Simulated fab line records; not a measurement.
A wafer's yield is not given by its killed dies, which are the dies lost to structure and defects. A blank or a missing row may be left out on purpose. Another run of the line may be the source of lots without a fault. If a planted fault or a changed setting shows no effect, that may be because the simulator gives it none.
Which tool is to blame? -- flow n5_finfet -- Sampling: 9 lots, 26 wafers, 5 of 1938 route steps

## WHAT THE GAUGES SHOWED, per wafer
N5_SD_EPI_P_CD_MEAS_09: target cd 240 nm. Usual: cd_nm reads 240.3 nm (standard deviation 1).
lot,measured,on,cd_nm (nm),flag
L743,day 4 10:44,cd_sem-02,240.1 241.2 242.4,
L746,day 5 08:43,cd_sem-01,238.6 240.4 241.2,
L747,day 5 16:18,cd_sem-02,240.3 240.2 239.8,
L749,day 6 06:30,cd_sem-01,239.3 238.9,
L750,day 6 10:17,cd_sem-01,241.1 240.8 238.7,
L751,day 6 14:07,cd_sem-03,241.4 241.8 242.0,
L761,day 9 02:10,cd_sem-02,241.5 240.5 240.6,

N5_BEOL_M4_RC_MEAS_101. Usual: DIBL_N 37.7 mV/V, standard deviation 2; DIBL_P 37.7 mV/V, standard deviation 2.3; IOFF_N 0.18 nA/um, standard deviation 0.039; IOFF_P 0.23 nA/um, standard deviation 0.042; ION_N 681 uA/um, standard deviation 12; ION_P 463 uA/um, standard deviation 8; SS_N 71.9 mV/dec, standard deviation 0.68; SS_P 73.6 mV/dec, standard deviation 0.71; VT_N 248 mV, standard deviation 3.2; VT_P -249 mV, standard deviation 3.1.
lot,measured,on,DIBL_N (mV/V),DIBL_P (mV/V),IOFF_N (nA/um),IOFF_P (nA/um),ION_N (uA/um),ION_P (uA/um),SS_N (mV/dec),SS_P (mV/dec),VT_N (mV),VT_P (mV),flag
L743,day 12 17:31,prober-02,36.9 40.1 35.0,37.8 40.5 34.6,0.16 0.25 0.14,0.22 0.27 0.18,654 685 679,455 462 455,71.3 73.1 71.2,74.1 74.9 73.2,252 244 250,-251 -249 -253,
L746,day 13 18:59,prober-02,38.7 36.7 37.4,39.1 36.1 39.1,0.19 0.15 0.18,0.25 0.18 0.25,679 680 695,459 458 471,72.9 72.5 72.8,74.1 73.9 74.3,248 250 251,-251 -256 -250,
L747,day 13 21:57,prober-01,37.6 40.3 38.8,36.9 38.5 38.6,0.16 0.23 0.18,0.23 0.25 0.24,664 682 670,460 461 455,72.0 72.7 71.5,74.0 74.1 73.5,250 247 251,-249 -245 -250,
L749,day 14 05:29,prober-01,39.9 41.5,40.9 41.8,0.22 0.27,0.27 0.30,709 715,470 484,72.0 72.1,74.2 74.2,244 242,-249 -245,
L750,day 14 15:04,prober-02,40.5 34.8 39.7,39.8 32.8 38.2,0.25 0.13 0.21,0.26 0.16 0.23,689 669 681,464 452 462,72.8 70.7 72.7,74.4 72.4 73.4,242 250 246,-247 -253 -252,
L751,day 15 17:26,prober-01,34.6 36.4 39.1,35.0 37.2 40.1,0.14 0.16 0.21,0.19 0.22 0.27,668 673 685,461 461 458,70.6 71.1 72.7,73.0 73.6 73.4,249 251 247,-250 -251 -248,
L761,day 17 18:26,prober-02,36.5 33.3 36.9,36.5 31.9 37.3,0.16 0.12 0.19,0.26 0.17 0.26,662 680 686,460 463 475,71.5 70.8 72.2,73.6 73.0 74.0,250 248 248,-245 -251 -246,

## WHICH TOOL RAN EACH LOT (tool, then ch and the chambers of the sampled wafers, then the start)
lot,N5_STI_FIN_REVEAL_OXIDATION_31,N5_SD_EPI_N_ETCHBACK_44,N5_SD_EPI_P_ETCH_36
L743,"plasma_asher-02 ch 0,1, day 3 18:08","rie_diel-05 ch 0,1,3, day 4 06:48","rie_diel-03 ch 0,2,3, day 4 10:51"
L746,"plasma_asher-02 ch 0,1, day 4 14:46","rie_diel-01 ch 0,1,3, day 5 04:47","rie_diel-06 ch 0,1,3, day 5 08:50"
L747,"plasma_asher-02 ch 0,1, day 4 19:57","rie_diel-01 ch 0,1,2, day 5 12:08","rie_diel-03 ch 0,3, day 5 16:25"
L749,"plasma_asher-01 ch 0,1, day 5 13:24","rie_diel-05 ch 0,2, day 6 01:26","rie_diel-06 ch 0,2, day 6 06:37"
L750,"plasma_asher-02 ch 0,1, day 5 18:28","rie_diel-05 ch 2,3, day 6 06:22","rie_diel-03 ch 2,3, day 6 10:25"
L751,"plasma_asher-02 ch 0,1, day 5 20:15","rie_diel-05 ch 2,3, day 6 10:11","rie_diel-03 ch 1,3, day 6 14:14"
L759,"plasma_asher-01 ch 0,1, day 7 19:06","rie_diel-05 ch 1,3, day 8 12:15",-
L760,"plasma_asher-01 ch 0,1, day 8 00:53","rie_diel-05 ch 1,2, day 8 13:28",-
L761,"plasma_asher-02 ch 1, day 8 06:58","rie_diel-04 ch 0,3, day 8 21:23","rie_diel-02 ch 1,3, day 9 02:17"
- N5_STI_FIN_REVEAL_OXIDATION_31: chemistry O2 PLASMA REMOTE, time 20 s.
- N5_SD_EPI_N_ETCHBACK_44: etches SiNx in CH3F/O2, stops on SiO2, target depth 14.5 nm.
- N5_SD_EPI_P_ETCH_36: etches SiARC in CF4, target depth 45.5 nm, time 75.8 s.

## WHAT THE TOOLS THEMSELVES READ (means of the sampled wafers that have a number; where no wafer has one, the mark that the record gives instead)
N5_STI_FIN_REVEAL_OXIDATION_31. Usual: drypump_motor_current_A 6.0 A, standard deviation 0.31; heater_power_w 134 W, standard deviation 5.9; temp_c 150.01 C, standard deviation 0.13.
lot,tool,drypump_motor_current_A (A),heater_power_w (W),temp_c (C),flag
L743,plasma_asher-02,6.2,133,149.97,
L746,plasma_asher-02,6.2,132,150.04,
L747,plasma_asher-02,6.2,132,149.94,
L749,plasma_asher-01,6.0,138,149.98,
L750,plasma_asher-02,6.2,132,150.04,
L751,plasma_asher-02,6.0,130,149.98,
L759,plasma_asher-01,6.1,134,150.22,
L760,plasma_asher-01,6.0,136,149.97,
L761,plasma_asher-02,6.4,135,150.11,

N5_SD_EPI_N_ETCHBACK_44. Usual: CH3F_flow_sccm 29.99 sccm, standard deviation 0.086; O2_flow_sccm 20.00 sccm, standard deviation 0.06; drypump_motor_current_A 6.0 A, standard deviation 0.4; oes_f_703_au 0.80 a.u., standard deviation 0.1; oes_product_au 0.69 a.u., standard deviation 0.076; rf_vpp_V 299 V, standard deviation 8.4; showerhead_plenum_p_Torr 2.03 Torr, standard deviation 0.077; throttle_valve_pct 16.24 %, standard deviation 0.22.
lot,tool,CH3F_flow_sccm (sccm),O2_flow_sccm (sccm),drypump_motor_current_A (A),oes_f_703_au (a.u.),oes_product_au (a.u.),rf_vpp_V (V),showerhead_plenum_p_Torr (Torr),throttle_valve_pct (%),flag
L743,rie_diel-05,30.04,20.02,6.2,0.78,0.65,297,1.97,16.41,
L746,rie_diel-01,29.94,20.01,6.2,0.76,0.66,299,2.03,16.27,
L747,rie_diel-01,29.96,20.01,5.9,0.76,0.66,300,2.03,16.32,
L749,rie_diel-05,30.02,20.05,5.8,0.90,0.74,294,2.08,16.00,
L750,rie_diel-05,30.03,19.97,6.4,0.96,0.81,298,2.11,16.07,
L751,rie_diel-05,29.89,20.05,6.4,0.95,0.80,298,2.11,16.07,
L759,rie_diel-05,-,-,-,-,-,-,-,-,OFF
L760,rie_diel-05,-,-,-,-,-,-,-,-,OFF
L761,rie_diel-04,30.05,20.01,5.3,0.72,0.59,289,1.97,16.51,

N5_SD_EPI_P_ETCH_36. Usual: drypump_motor_current_A 5.7 A, standard deviation 0.38; etch_rf_on_time_s 75.5 s, standard deviation 2; oes_product_au 0.65 a.u., standard deviation 0.055; rf_vpp_V 183.9 V, standard deviation 1.3; showerhead_plenum_p_Torr 2.14 Torr, standard deviation 0.071; throttle_valve_pct 15.7 %, standard deviation 0.33.
lot,tool,drypump_motor_current_A (A),etch_rf_on_time_s (s),oes_product_au (a.u.),rf_vpp_V (V),showerhead_plenum_p_Torr (Torr),throttle_valve_pct (%),flag
L743,rie_diel-03,5.9,74.8,0.63,183.6,2.12,15.6,
L746,rie_diel-06,5.6,77.0,0.62,183.4,2.09,16.0,
L747,rie_diel-03,5.6,74.6,0.62,183.4,2.14,15.9,
L749,rie_diel-06,5.8,77.0,0.61,184.2,2.18,15.4,
L750,rie_diel-03,6.3,76.3,0.65,183.8,2.13,15.5,
L751,rie_diel-03,6.3,76.1,0.65,184.5,2.19,15.6,
L761,rie_diel-02,5.2,74.5,0.71,184.0,2.24,15.5,

## THE ANSWER, worked out from the rows above alone
Rule: lot off if the mean of its wafers having a number is beyond 3 standard deviations from the usual mean. Also off: a lot with no number at a reading for which 4 or more lots have one. All remaining lots with rows at the step are treated as sound. After the gauges, taken in route order, come the tools' own readings; for these a lot's mean is taken, as printed above. The first step at which some lot is off is used, and at that step the reading that is off furthest; a lot without a number counts as furthest.
Off: L759, L760, at N5_SD_EPI_N_ETCHBACK_44 (CH3F_flow_sccm). Without a number there: L759, L760.
A tool fits if, at that step or a process step before it, it ran every lot that is off, and no sound lot after the first of them. Undecided on this evidence; 2 tools fit (plasma_asher-01 at N5_STI_FIN_REVEAL_OXIDATION_31, rie_diel-05 at N5_SD_EPI_N_ETCHBACK_44).

## WHAT THE SIMULATOR HAD PUT IN
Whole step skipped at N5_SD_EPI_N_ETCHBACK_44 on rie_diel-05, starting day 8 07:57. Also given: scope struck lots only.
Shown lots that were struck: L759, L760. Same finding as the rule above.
